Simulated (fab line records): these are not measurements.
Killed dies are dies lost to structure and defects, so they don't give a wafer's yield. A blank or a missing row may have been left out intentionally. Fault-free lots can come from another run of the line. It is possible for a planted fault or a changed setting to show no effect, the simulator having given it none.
fab line records	flow n5_finfet
[record] lots = 3	wafers = 9	last_day = 17
route steps=1938 shown PMOS_HMC_CHANNEL_EPI@87 FIN_SAQP@90 BEOL_M4@1111
lots that met no fault: taken from a fault-free run of the same line
start_h: hours from the record's opening day to when the first of the lot's shown wafers began	wait_h: how many hours have passed since the lot's step before this one	" the same as in the row above	L1.1+2: one row covering several wafers at once	- value missing, or start not given	* or withheld: withheld	< > ~ a bound
route shown NAME@n: a module of which the file shows steps, and the number in the route of the first	usual: mean/standard deviation of fault-free wafers	same: alike in all rows	chamber/n: place in a boat	sites: per-site readings	_std_site: the values' standard deviation	_edge_site: inner sites' mean taken away from outer sites' mean	radius_mm: how far each site lies from the wafer's centre	mask NAME#n: copy n	behind: tool/chamber where the wafer was last shaped	hold: cause of the lot's hold/its duration in hours/its outcome	device: which transistor (n, p or np) failed to switch	end of line: at the end of the route, the tests of the same wafers	a step given without rows: its recipe and nothing more	killed: at the first sort, the dies lost to defects and structure; wafer yield is something else	map: dies across one wafer; x = killed, . = not, _ = none there
set.NAME: the setting the step ran with; set.NAME@STEP: the setting that earlier step ran with	model.NAME: the simulator's own value behind a step, which no gauge read
a table for each step, a row for each wafer; lots at some steps of the route
services: the hour from which a tool's chamber was out of use, counted from the record's first day as start_h (under 0 if before that day), plus the number of hours and why
[[steps]]
[step N5_PMOS_HMC_CHANNEL_EPI_EPI_26]
[recipe] material = Si	target_thk_a = 38	temp_c = 650	precursor = SiH4/H2	pressure_torr = 20	time_s = 22.7
[step N5_FIN_SAQP_PRECLEAN_42]
[recipe] chemistry = O3/DIW	time_s = 60	temp_c = 22	o3_ppm = 10
[step N5_FIN_SAQP_PRECLEAN_00]
[recipe] chemistry = SC1	time_s = 60	temp_c = 55	mix = 1:2:50
[step N5_FIN_SAQP_PRECLEAN_44]
[recipe] chemistry = SC2	time_s = 45	temp_c = 35	mix = 1:1:50
[step N5_FIN_SAQP_SRD_01]
[recipe] dry = ipa_marangoni	time_s = 30	temp_c = 23	rinse_liquid = diw
[step N5_FIN_SAQP_ALD_61]
[recipe] material = SiO2	target_thk_a = 40	temp_c = 300	ald_precursor_family = BDEAS	ald_co_reactant = O2-plasma	pulse_time_s = 1	purge_time_s = 2	co_reactant_purge_time_s = 2	ald_cycles = 43	pressure_torr = 2
[step N5_FIN_SAQP_DENSIFY_62]
[recipe] temp_c = 700	time_s = 60	ambient = N2	idle_temp_c = 600	ramp_up_c_per_s = 150	ramp_down_c_per_s = 60	cool_to_c = 600
[step N5_FIN_SAQP_HM_DEP_03]
[recipe] material = SiNx	target_thk_a = 380	temp_c = 400	precursor = SiH4/NH3/N2	pressure_torr = 1.5	rf_w = 300	time_s = 33.6
[step N5_FIN_SAQP_PECVD_47]
[recipe] material = a-Si	target_thk_a = 450	temp_c = 400	precursor = SiH4/He	pressure_torr = 3	rf_w = 100	time_s = 36.3
[step N5_FIN_SAQP_PECVD_48]
[recipe] material = SiNx	target_thk_a = 250	temp_c = 400	precursor = SiH4/NH3/N2	pressure_torr = 1.5	rf_w = 300	time_s = 22.1
[usual] heater_power_w = 768/160	rf_fwd_power_W = 297.2/1.2	showerhead_plenum_p_Torr = 5.16/0.075	throttle_valve_pct = 40/3
lot.wafer	tool	chamber	start_h	wait_h	heater_power_w	rf_fwd_power_W	showerhead_plenum_p_Torr	throttle_valve_pct	model.SiNx_of_FIN_SAQP_PECVD_48.thk_nm
L137.1	pecvd-03	0	50.96	0.0	715	296.3	5.06	39	24.2
L137.2	"	2	"	"	724	299.5	5.10	37	25.08
L137.3	"	1	"	"	907	-	5.20	43	22.39
L152.1	pecvd-03	0	141.13	0.0	644	294.6	5.05	39	24.46
L152.3	"	2	"	"	608	298.5	5.10	38	25.06
L152.6	"	1	"	"	772	297.6	5.22	43	25.08
L154.1	pecvd-04	2	154.18	0.0	933	296.7	5.15	36	24.49
L154.4	"	1	"	"	665	296.5	5.39	35	25.05
L154.5	"	2	"	"	924	296.4	5.15	36	25.44
[step N5_FIN_SAQP_PECVD_06]
[recipe] material = a-Si	target_thk_a = 600	temp_c = 400	precursor = SiH4/He	pressure_torr = 3	rf_w = 100	time_s = 48.1
[step N5_FIN_SAQP_HM_DEP_72]
[recipe] material = SiO2	target_thk_a = 120	temp_c = 400	precursor = SiH4/N2O	pressure_torr = 0.75	rf_w = 275	time_s = 7.2
[step N5_FIN_SAQP_COAT_49]
[recipe] resist = SOC	temp_c = 250	time_s = 60	spin_rpm = 1500	resist_thk_nm = 100
[step N5_FIN_SAQP_COAT_50]
[recipe] resist = SiARC	temp_c = 220	time_s = 60	spin_rpm = 1500	resist_thk_nm = 35
[step N5_FIN_SAQP_COAT_10]
[recipe] resist = CAR-ArF	spin_rpm = 1500	resist_thk_nm = 90
[step N5_FIN_SAQP_EBR_12]
[recipe] solvent = PGMEA	ebr_width_mm = 1.5
[step N5_FIN_SAQP_SOFTBAKE_11]
[recipe] temp_c = 110	time_s = 60	resist = CAR-ArF
[step N5_FIN_SAQP_EXPOSE_13]
[recipe] mask_id = FIN_CORE	na = 1.35	source_shape = dipole	sigma_inner = 0.538	sigma_outer = 0.738	polarization = te	target_cd_nm = 35.6	dose_mj = 63.25
[step N5_FIN_SAQP_PEB_14]
[recipe] peb_temp_c = withheld	peb_time_s = 60	resist = CAR-ArF
[step N5_FIN_SAQP_DEVELOP_15]
[recipe] develop_time_s = 30	developer = TMAH	resist = CAR-ArF	dev_temp_c = 23	rinse_liquid = diw	dry = air_spin
[step N5_FIN_SAQP_DESCUM_21]
[recipe] chemistry = O2	time_s = 7.9	source_power_w = 50	bias_power_w = 20	pressure_mtorr = 20	rf_frequency_hz = 2.712e+07	temp_c = 40	resist = CAR-ArF	o2_flow_sccm = 225
[step N5_FIN_SAQP_ETCH_51]
[recipe] chemistry = CF4	target = SiARC	target_depth_a = 455	mask_material = CAR-ArF	time_s = 75.8	ion_energy_ev = 80	pressure_mtorr = 40	source_w = 545	bias_w = 36	Ar_flow_sccm = 100	cf4_flow_sccm = 100	ends = cleared
[step N5_FIN_SAQP_ETCH_52]
[recipe] chemistry = N2/H2	target = SOC	target_depth_a = 1000	overetch_a = 200	mask_material = SiARC	temp_c = 40	time_s = 150	ion_energy_ev = 200	pressure_mtorr = 30	source_w = 840	bias_w = 150	n2_flow_sccm = 200	h2_flow_sccm = 200	ends = end_point
[step N5_FIN_SAQP_STRIP_53]
[recipe] chemistry = N2/H2	temp_c = 40	n2_flow_sccm = 200	h2_flow_sccm = 200	rf_frequency_hz = 6e+07
[step N5_FIN_SAQP_HM_OPEN_73]
[recipe] chemistry = CHF3/O2	target = SiO2	stop_on = a-Si	target_depth_a = 120	over_etch_frac = 1.8	mask_material = SOC	time_s = 16.8	pressure_mtorr = 30	source_w = 650	bias_w = 170	Ar_flow_sccm = 200	CHF3_flow_sccm = 50	O2_flow_sccm = 5	ion_energy_ev = 200	ends = end_point
[step N5_FIN_SAQP_STRIP_74]
[recipe] chemistry = CHF3/O2	resist = SiARC	rf_frequency_hz = 6e+07
[step N5_FIN_SAQP_MANDREL_ETCH_22]
[recipe] target_depth_a = 600	chemistry = HBr/Cl2	target = a-Si	stop_on = SiNx	bt_time_s = 10	over_etch_frac = 0.5	time_s = 30	pressure_mtorr = 10	icp_w = 800	bias_w = 75	HBr_flow_sccm = 150	Cl2_flow_sccm = 80	ends = end_point
[step N5_FIN_SAQP_STRIP_55]
[recipe] chemistry = N2/H2	power_w = 500	temp_c = 40	pressure_mtorr = 50	rf_frequency_hz = 6e+07	overash_fraction = 0.3	bias_power_w = 28	h2_frac = 0.5	n2_flow_sccm = 300	h2_flow_sccm = 300
[step N5_FIN_SAQP_STRIP_23]
[recipe] chemistry = SPM	time_s = 750	temp_c = 130	h2so4_h2o2_vol_ratio = 4
[step N5_FIN_SAQP_SRD_66]
[recipe] dry = ipa_marangoni	time_s = 30	temp_c = 23	rinse_liquid = diw
[step N5_FIN_SAQP_RECESS_75]
[recipe] chemistry = HF/NH3	target = SiO2	target_depth_a = 144	afs_cycles = 3	temp_c = 30	sublimation_temp_c = 180	sublimation_time_s = 60
[step N5_FIN_SAQP_SPACER1_ALD_24]
[recipe] material = SiO2	target_thk_a = 203	temp_c = 300	ald_precursor_family = BDEAS	ald_co_reactant = O2-plasma	pulse_time_s = 1	purge_time_s = 2	co_reactant_purge_time_s = 2	ald_cycles = 218	pressure_torr = 2
[step N5_FIN_SAQP_SPACER1_ETCHBACK_25]
[recipe] chemistry = CHF3/O2	mode = anisotropic_etchback	target = SiO2	target_depth_a = 244	time_s = 12.2	pressure_mtorr = 30	source_w = 650	bias_w = 170	Ar_flow_sccm = 200	CHF3_flow_sccm = 50	O2_flow_sccm = 5	ion_energy_ev = 200
[step N5_FIN_SAQP_MANDREL1_REMOVE_56]
[recipe] chemistry = HBr/Cl2/O2	bt_time_s = 10	target = a-Si	stop_on = SiNx	endpoint = OES-SiCl	over_etch_frac = 1	icp_w = 600	bias_w = 22	HBr_flow_sccm = 150	Cl2_flow_sccm = 80	O2_flow_sccm = 5	pressure_mtorr = 10
[step N5_FIN_SAQP_ETCH_57]
[recipe] chemistry = CH3F/O2	target = SiNx	mask_material = SiO2	target_depth_a = 325	time_s = 46.4	pressure_mtorr = 30	source_w = 395	bias_w = 73	Ar_flow_sccm = 150	CH3F_flow_sccm = 30	O2_flow_sccm = 20	ion_energy_ev = 120	ends = cleared
[usual] drypump_motor_current_A = 5.7/0.46	etch_rf_on_time_s = 45.9/1.5	oes_o_777_au = 0.78/0.075	oes_product_au = 0.65/0.064	rf_fwd_power_W = 389.3/1.7	rf_vpp_V = 299/7.2	showerhead_plenum_p_Torr = 1.96/0.078	throttle_valve_pct = 16.35/0.19
lot.wafer	tool	chamber	start_h	wait_h	drypump_motor_current_A	etch_rf_on_time_s	oes_o_777_au	oes_product_au	rf_fwd_power_W	rf_hours_counter_h	rf_vpp_V	showerhead_plenum_p_Torr	throttle_valve_pct	model.etch.depth_nm
L137.1	rie_diel-04	3	53.60	0.0	5.3	43.4	0.78	0.63	390.4	204	299	1.91	16.42	24.15
L137.2	"	1	"	"	4.9	47.5	0.73	0.65	390.9	148	309	1.92	16.47	25.02
L137.3	"	0	"	"	5.5	41.0	0.77	0.61	389.3	222	292	2.04	16.17	22.39
L152.1	rie_diel-03	2	144.44	0.0	5.2	43.9	0.79	0.70	386.9	111	302	1.94	16.32	24.46
L152.3	"	3	"	"	5.3	46.0	0.75	0.62	388.9	196	296	1.97	16.35	25.06
L152.6	"	3	"	"	5.4	46.1	0.75	0.62	388.0	-	295	1.97	16.35	25.08
L154.1	rie_diel-05	3	157.01	0.0	5.9	43.8	0.84	0.72	388.3	91	299	2.12	16.23	24.49
L154.4	"	1	"	"	6.5	47.1	0.64	0.56	390.2	248	315	1.87	16.58	25.05
L154.5	"	0	"	"	5.8	47.9	1.02	0.85	392.6	-	303	1.94	15.89	25.44
[step N5_BEOL_M4_RC_MEAS_101]
[usual] DIBL_N = 35.0/2.4	DIBL_P = 35.4/2.8	IOFF_N = 0.14/0.045	IOFF_P = 0.20/0.048	ION_N = 667/19	ION_P = 460/11	SS_N = 71.2/0.71	SS_P = 73.1/0.86	VT_N = 252/4.6	VT_P = -251/3.4
lot.wafer	tool	chamber	start_h	wait_h	DIBL_N[mV/V]	DIBL_P[mV/V]	IOFF_N[nA/um]	IOFF_P[nA/um]	ION_N[uA/um]	ION_P[uA/um]	SS_N[mV/dec]	SS_P[mV/dec]	VT_N[mV]	VT_P[mV]
L137.1	prober-02	0	195.73	0.0	34.9	35.8	0.16	0.21	684	469	71.4	73.3	249	-248
L137.2	"	0	"	"	35.5	35.6	0.18	0.22	697	476	70.5	73.4	247	-249
L137.3	"	0	"	"	33.9	34.2	0.15	0.19	687	471	70.2	73.1	249	-249
L152.1	prober-01	0	282.17	0.0	31.6	32.4	0.09	0.17	640	443	70.0	72.8	258	-252
L152.3	"	0	"	"	36.1	37.6	0.15	0.22	690	472	71.2	73.7	252	-250
L152.6	"	0	"	"	32.0	30.9	0.08	0.14	655	453	70.7	72.6	259	-257
L154.1	prober-02	0	302.25	0.0	30.8	33.0	0.10	0.14	656	461	70.8	72.5	255	-255
L154.4	"	0	"	"	34.7	37.7	0.15	0.20	674	461	71.4	73.3	248	-251
L154.5	"	0	"	"	31.4	33.8	0.11	0.16	672	471	70.4	73.0	253	-255
[[services]]
tool	chamber	start_h	hours	kind
rie_diel-05	-	35.55	2.8	pm
rie_diel-05	0	42.15	4.9	repair
rie_diel-03	0	47.43	-	clean
rie_diel-03	0	47.43	-	consumable_replace:focus_ring
rie_diel-03	0	47.43	-	consumable_replace:showerhead
rie_diel-03	0	47.43	15.1	scheduled_down
rie_diel-03	0	47.43	15.1	vent_cycle
pecvd-03	2	59.80	2.1	scheduled_down
rie_diel-04	1	61.88	9.0	repair
pecvd-03	-	63.23	0.4	repair
rie_diel-03	2	66.09	10.9	repair
rie_diel-04	2	79.40	6.3	repair
pecvd-04	1	79.94	-	clean
pecvd-04	1	79.94	29.5	scheduled_down
pecvd-04	1	79.94	29.5	vent_cycle
pecvd-03	-	102.04	0.8	repair
rie_diel-03	1	106.97	6.5	repair
pecvd-04	1	114.28	6.1	repair
rie_diel-04	1	122.19	9.0	repair
rie_diel-05	0	125.61	4.7	repair
rie_diel-05	0	130.41	-	clean
rie_diel-05	0	130.41	-	consumable_replace:focus_ring
pecvd-03	1	146.22	2.1	scheduled_down
pecvd-04	1	155.99	7.4	repair
[[key]]
[first_sign] step = N5_FIN_SAQP_ETCH_57	reading = etch_rf_on_time_s	direction = down	sigmas = 3.3	usual = *	struck = *
effect none on later readings
[model_effect] step = N5_FIN_SAQP_PECVD_48	value = SiNx_of_FIN_SAQP_PECVD_48.thk_nm	without = 24.76	struck = 22.39
[model_effect] step = N5_FIN_SAQP_ETCH_57	value = etch.depth_nm	without = 24.76	struck = 22.39
met_at N5_FIN_SAQP_PECVD_48
struck_wafers L137.3
[fault] kind = process_parameter_drift	tool = pecvd-03	chamber = -	onset_h = 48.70	steps = N5_FIN_SAQP_PECVD_48	channel = time_s	offset = *	shape = step	end_h = 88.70	scope = struck_wafers_only	acts_in = *	stated = *
